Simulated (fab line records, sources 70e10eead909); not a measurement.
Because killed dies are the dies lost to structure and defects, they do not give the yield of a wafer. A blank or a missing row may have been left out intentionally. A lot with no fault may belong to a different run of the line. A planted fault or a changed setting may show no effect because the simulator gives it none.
Matching of chambers :: flow nand-harc :: NHARC_A_DECK1_JOINT_DEP_16 on pecvd-03: 3 sister chambers
The step deposits SiO2, target thk 45 nm. 6 wafers are shown with their chamber, then 7 later ones without.

== EACH WAFER AND ITS CHAMBER ==
wafer: L747.2
chamber: 2
heater-power-w (W): 582
throttle-valve-pct (%): 16.0

wafer: L748.2
chamber: 1
heater-power-w (W): 417
throttle-valve-pct (%): 16.9

wafer: L748.3
chamber: 0
heater-power-w (W): 626
throttle-valve-pct (%): 16.6

wafer: L748.4
chamber: 0
heater-power-w (W): 657
throttle-valve-pct (%): 16.9

wafer: L750.1
chamber: 2
heater-power-w (W): 598
throttle-valve-pct (%): 16.0

wafer: L750.2
chamber: 1
heater-power-w (W): 419
throttle-valve-pct (%): 15.9

== WAFERS WHOSE CHAMBER IS MISSING ==
wafer: L750.5
heater-power-w (W): 624
throttle-valve-pct (%): 15.9

wafer: L752.2
heater-power-w (W): 572
throttle-valve-pct (%): 16.1

wafer: L752.3
heater-power-w (W): 515
throttle-valve-pct (%): 16.4

wafer: L752.5
heater-power-w (W): 580
throttle-valve-pct (%): 16.0

wafer: L763.1
heater-power-w (W): 598
throttle-valve-pct (%): 16.2

wafer: L763.2
heater-power-w (W): 647
throttle-valve-pct (%): 16.8

wafer: L763.5
heater-power-w (W): 483
throttle-valve-pct (%): 16.2

== CHAMBER TAKEN BY EACH ==
wafer: L750.5
from the rows above: can't be placed: 0 or 2
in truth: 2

wafer: L752.2
from the rows above: 2
in truth: 2

wafer: L752.3
from the rows above: can't be placed: 2 or 1
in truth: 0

wafer: L752.5
from the rows above: 2
in truth: 2

wafer: L763.1
from the rows above: 2
in truth: 2

wafer: L763.2
from the rows above: 0
in truth: 0

wafer: L763.5
from the rows above: 1
in truth: 1
Placed correctly: 5 of 7. Not placeable from these rows: 2 (in 1, the candidates include the true chamber). Wrongly placed: 0.
How it was worked out, from the rows above alone: a wafer's distance from a chamber is the root of the sum, over the readings, of the square of ((its reading less the chamber's mean) divided by the reading's scatter). The wafer belongs to the nearest chamber; if the next one is less than 2 further off, it can't be placed. Each chamber's mean is taken over the wafers shown for it. The scatter: the root of (the sum of the squares of (reading less its chamber's mean) over the shown wafers, divided by (wafers less chambers)).
